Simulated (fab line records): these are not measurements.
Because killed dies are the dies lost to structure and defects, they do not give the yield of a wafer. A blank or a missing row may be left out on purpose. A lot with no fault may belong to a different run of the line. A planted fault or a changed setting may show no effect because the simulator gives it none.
fab line records    flow nandHarc    part 2 of 2: steps 26 to 31 of 31
[record] lots = 5  wafers = 15  lastDay = 33
route steps=1302 shown A_CONTACT@1093 A_BLC@1107
lots that met no fault: taken from a fault-free run of the same line
startH: hours from the record's first day to the start of the lot's first wafer shown    waitH: how many hours have passed since the lot's step before this one    " identical to the entry in the row above    L1.1+2: a row that stands for several wafers    - no value, or no start given    * or withheld: withheld    < > ~ a bound
route shown NAME@n: names a module that has steps shown in the file, with the first one's number in the route    usual: mean/standard deviation of fault-free wafers    same: alike in all rows    chamber/n: place in a boat    sites: each site's reading    _std_site: how widely they spread, as a standard deviation    _edge_site: outer sites' mean less inner sites'    radiusMm: how far each site lies from the wafer's centre    mask NAME#n: copy n    behind: the most recent tool/chamber to have shaped the wafer    hold: what put the lot on hold/how long, in hours/how the hold closed    device: the transistor (n, p or np) that didn't switch    end of line: the route-end tests of the same wafers    step lacking rows: just its recipe    killed: the dies lost at the first sort to structure and to defects; this is not the yield of the wafer    map: a wafer's dies, marking killed ones x, the rest . and places with no die _
set.NAME: the setting the step ran with; set.NAME@STEP: the setting that earlier step ran with    model.NAME: the simulator's own value behind a step, which no gauge read
a table for each step, a row for each wafer; lots at some steps of the route
services: when a tool's chamber went out of use (startH, in hours from the record's first day, below 0 if earlier), for how many hours, and the reason
[[steps]]
[step NHARC_A_BLC_INSPECT_12]
[usual] rawDefectCount = 94/36
lot.wafer  tool              chamber  startH  waitH  rawDefectCount
L074.1     defectInspect-02  -        530.93  0.0    47
L074.3     "                 -        "       "      52
L074.5     "                 -        "       "      42
L082.2     defectInspect-02  -        609.56  0.0    81
L082.3     "                 -        "       "      81
L082.6     "                 -        "       "      76
L089.1     defectInspect-01  -        649.62  0.0    85
L089.2     "                 -        "       "      61
L089.5     "                 -        "       "      70
L095.2     defectInspect-02  -        718.20  0.0    81
L095.3     "                 -        "       "      67
L095.5     "                 -        "       "      76
L097.1     defectInspect-01  -        754.59  0.0    91
L097.3     "                 -        "       "      97
L097.5     "                 -        "       "      89
[step NHARC_A_BLC_DESCUM_15]
[recipe] timeS = 3  o2FlowSccm = 200  arFlowSccm = 0  biasPowerW = 0  chemistry = O2
[usual] drypumpMotorCurrentA = 5.9/0.57  oesProductAu = 1.001/0.0082  rfVppV = 57.7/1  showerheadPlenumPTorr = 1.90/0.1  throttleValvePct = 11.311/0.0085
lot.wafer  tool        chamber  startH  waitH  drypumpMotorCurrentA  oesProductAu  rfHoursCounterH  rfVppV  showerheadPlenumPTorr  throttleValvePct
L074.1     rieDiel-11  0        531.00  0.1    4.9                   1.015         9                57.7    1.85                   11.328
L074.3     "           2        "       "      6.6                   0.997         6                58.6    2.02                   11.297
L074.5     "           3        "       "      5.3                   1.018         -                57.1    1.78                   11.327
L082.3     rieDiel-10  1        609.62  0.1    6.1                   0.998         0                56.6    1.81                   11.314
L082.2     "           3        "       "      6.4                   0.988         0                57.2    1.96                   11.299
L082.6     "           2        "       "      6.1                   0.996         -                57.5    1.86                   11.313
L089.1     rieDiel-10  3        649.69  0.1    6.4                   0.995         3                58.6    1.96                   11.331
L089.2     "           1        "       "      6.1                   0.998         3                56.2    1.81                   11.306
L089.5     "           2        "       "      6.1                   0.995         -                57.3    1.86                   11.305
L095.2     rieDiel-06  0        718.26  0.1    4.8                   1.004         15               56.5    1.78                   11.299
L095.3     "           3        "       "      6.7                   1.004         11               57.1    1.84                   11.324
L095.5     "           0        "       "      4.8                   1.000         -                57.2    1.78                   11.323
L097.1     rieDiel-10  1        754.65  0.1    6.0                   1.005         8                57.9    1.81                   11.316
L097.3     "           2        "       "      6.1                   0.997         7                56.9    1.86                   11.320
L097.5     "           2        "       "      6.1                   0.996         -                58.2    1.86                   11.320
[step NHARC_A_BLC_ETCH_16]
[recipe] targetDepthA = 390  overEtchFrac = 0.3  timeS = 65  ionEnergyEv = 80  cf4FlowSccm = 150  arFlowSccm = 0  rfW = 300  biasW = 100  chemistry = CF4
[usual] drypumpMotorCurrentA = 5.9/0.56  oesProductAu = 1.001/0.0088  rfVppV = 151.1/1.2  showerheadPlenumPTorr = 1.76/0.087  throttleValvePct = 13.284/0.0093
lot.wafer  tool        chamber  startH  waitH  drypumpMotorCurrentA  oesProductAu  rfHoursCounterH  rfVppV  showerheadPlenumPTorr  throttleValvePct
L074.1     rieDiel-11  3        531.08  0.1    5.3                   0.999         9                149.5   1.66                   13.280
L074.3     "           1        "       "      5.6                   0.997         8                149.7   1.65                   13.293
L074.5     "           2        "       "      6.6                   0.999         -                153.8   1.86                   13.284
L082.3     rieDiel-10  3        609.71  0.1    6.3                   0.991         0                151.2   1.81                   13.294
L082.2     "           0        "       "      5.6                   0.994         0                153.0   1.89                   13.281
L082.6     "           3        "       "      6.3                   0.985         -                151.2   1.81                   13.286
L089.1     rieDiel-10  2        649.77  0.1    6.1                   0.987         3                151.0   1.72                   13.262
L089.2     "           0        "       "      5.6                   0.981         3                151.8   1.89                   13.283
L089.5     "           2        "       "      6.1                   0.983         -                151.1   1.72                   13.302
L095.2     rieDiel-06  0        718.35  0.1    4.8                   1.007         15               150.5   1.66                   13.281
L095.3     "           3        "       "      6.7                   1.009         11               151.1   1.70                   13.287
L095.5     "           1        "       "      5.9                   1.010         -                152.7   1.87                   13.291
L097.3     rieDiel-10  3        754.74  0.1    6.3                   1.010         9                151.5   1.81                   13.286
L097.1     "           1        "       "      6.0                   1.001         8                149.3   1.68                   13.282
L097.5     "           0        "       "      5.5                   1.010         -                152.8   1.89                   13.295
[step NHARC_A_BLC_ETCH_17]
[recipe] targetDepthA = 3900  overEtchFrac = 0.25  timeS = 609.38  ionEnergyEv = 200  n2FlowSccm = 150  h2FlowSccm = 150  arFlowSccm = 0  rfW = 400  biasW = 150  chemistry = N2/H2
[usual] drypumpMotorCurrentA = 5.8/0.58  n2FlowSccm = 150.0/0.43  oesProductAu = 1.003/0.0073  rfVppV = 430/3.2  showerheadPlenumPTorr = 2.03/0.11  throttleValvePct = 14.171/0.009
lot.wafer  tool        chamber  startH  waitH  drypumpMotorCurrentA  n2FlowSccm  oesProductAu  rfHoursCounterH  rfVppV  showerheadPlenumPTorr  throttleValvePct
L074.1     rieDiel-11  3        -       -      5.4                   150.4       1.013         9                425     1.90                   14.178
L074.3     "           1        "       "      5.6                   149.5       0.998         8                427     1.89                   14.171
L074.5     "           2        "       "      6.6                   150.0       1.006         -                436     2.16                   14.177
L082.2     rieDiel-10  1        -       -      6.1                   150.3       1.001         0                428     1.93                   14.164
L082.3     "           2        "       "      6.1                   150.3       1.006         0                428     1.98                   14.162
L082.6     "           3        "       "      6.4                   149.9       1.000         -                431     2.09                   14.156
L089.1     rieDiel-10  3        -       -      6.4                   149.5       1.005         3                433     2.09                   14.194
L089.2     "           0        "       "      5.6                   150.3       0.999         3                434     2.19                   14.162
L089.5     "           2        "       "      6.1                   150.7       0.994         -                427     1.98                   14.166
L095.3     rieDiel-06  3        -       -      6.7                   151.0       1.007         11               427     1.96                   14.181
L095.2     "           1        "       "      5.9                   149.5       1.002         15               434     2.17                   14.165
L095.5     "           3        "       "      6.7                   149.7       1.001         -                427     1.95                   14.178
L097.3     rieDiel-10  0        -       -      5.6                   150.1       1.008         8                435     2.19                   14.167
L097.1     "           1        "       "      6.1                   150.4       1.006         8                427     1.92                   14.171
L097.5     "           3        "       "      6.3                   149.4       1.003         -                431     2.09                   14.161
[step NHARC_A_BLC_ETCH_18]
[recipe] targetDepthA = 9100  c4f8FlowSccm = 20  o2FlowSccm = 10  arFlowSccm = withheld  rfW = 600  biasW = 1500  chemistry = C4F8/O2/Ar
[usual] oesProductAu = 0.954/0.022  rfVppV = 977/7
lot.wafer  tool        chamber  startH  waitH  oesProductAu  rfHoursCounterH  rfVppV
L074.1     rieDiel-11  0        -       -      0.929         9                973
L074.3     "           2        "       "      0.970         6                985
L074.5     "           3        "       "      0.929         -                968
L082.2     rieDiel-10  3        -       -      0.966         1                982
L082.3     "           2        "       "      0.950         0                975
L082.6     "           0        "       "      0.966         -                988
L089.1     rieDiel-10  0        -       -      0.967         3                987
L089.2     "           1        "       "      0.967         3                971
L089.5     "           0        "       "      0.972         -                987
L095.3     rieDiel-06  0        -       -      0.932         15               969
L095.2     "           1        "       "      0.922         15               986
L095.5     "           3        "       "      0.940         -                973
L097.3     rieDiel-10  1        -       -      0.936         8                971
L097.1     "           2        "       "      0.919         7                974
L097.5     "           2        "       "      0.920         -                976
[step NHARC_A_BLC_CD_MEAS_19]
[usual] cdNm = 99.7/1.5
lot.wafer  tool      chamber  startH  waitH  cdNm
L074.1     cdSem-03  -        531.95  -      97.8
L074.3     "         -        "       "      97.8
L074.5     "         -        "       "      103.1
L082.2     cdSem-02  -        610.59  -      99.5
L082.3     "         -        "       "      98.0
L082.6     "         -        "       "      100.6
L089.1     cdSem-02  -        650.65  -      100.7
L089.2     "         -        "       "      102.4
L089.5     "         -        "       "      100.9
L095.2     cdSem-01  -        719.58  -      98.9
L095.3     "         -        "       "      99.8
L095.5     "         -        "       "      99.6
L097.1     cdSem-02  -        755.63  -      100.0
L097.3     "         -        "       "      101.8
L097.5     "         -        "       "      101.2
[[services]]
tool           chamber  startH  hours  kind
lithoTrack-01  -        505.00  7.0    pm
rieDiel-12     -        506.15  12.8   repair
rieDiel-06     3        510.42  22.2   repair
wetBench-07    -        512.10  8.0    pm
lithoTrack-06  -        529.00  7.0    pm
rieDiel-10     -        541.25  0.4    repair
lithoTrack-04  -        553.00  7.0    pm
rieDiel-07     3        569.64  11.1   repair
rieDiel-12     0        580.54  3.8    repair
rieDiel-11     2        585.21  2.0    repair
rieDiel-10     -        596.50  9.0    pm
rieDiel-12     -        622.56  9.0    pm
rieDiel-07     -        648.24  9.0    pm
lithoTrack-01  -        680.00  7.0    pm
rieDiel-10     1        703.14  18.2   repair
lithoTrack-06  -        704.00  7.0    pm
rieDiel-12     1        719.57  3.3    repair
rieDiel-12     2        720.50  7.4    repair
rieDiel-12     0        723.05  6.6    repair
rieDiel-07     1        723.88  8.8    repair
lithoTrack-04  -        728.00  7.0    pm
rieDiel-07     0        730.48  4.2    repair
rieDiel-10     2        743.52  9.9    repair
rieDiel-10     0        748.02  4.7    repair
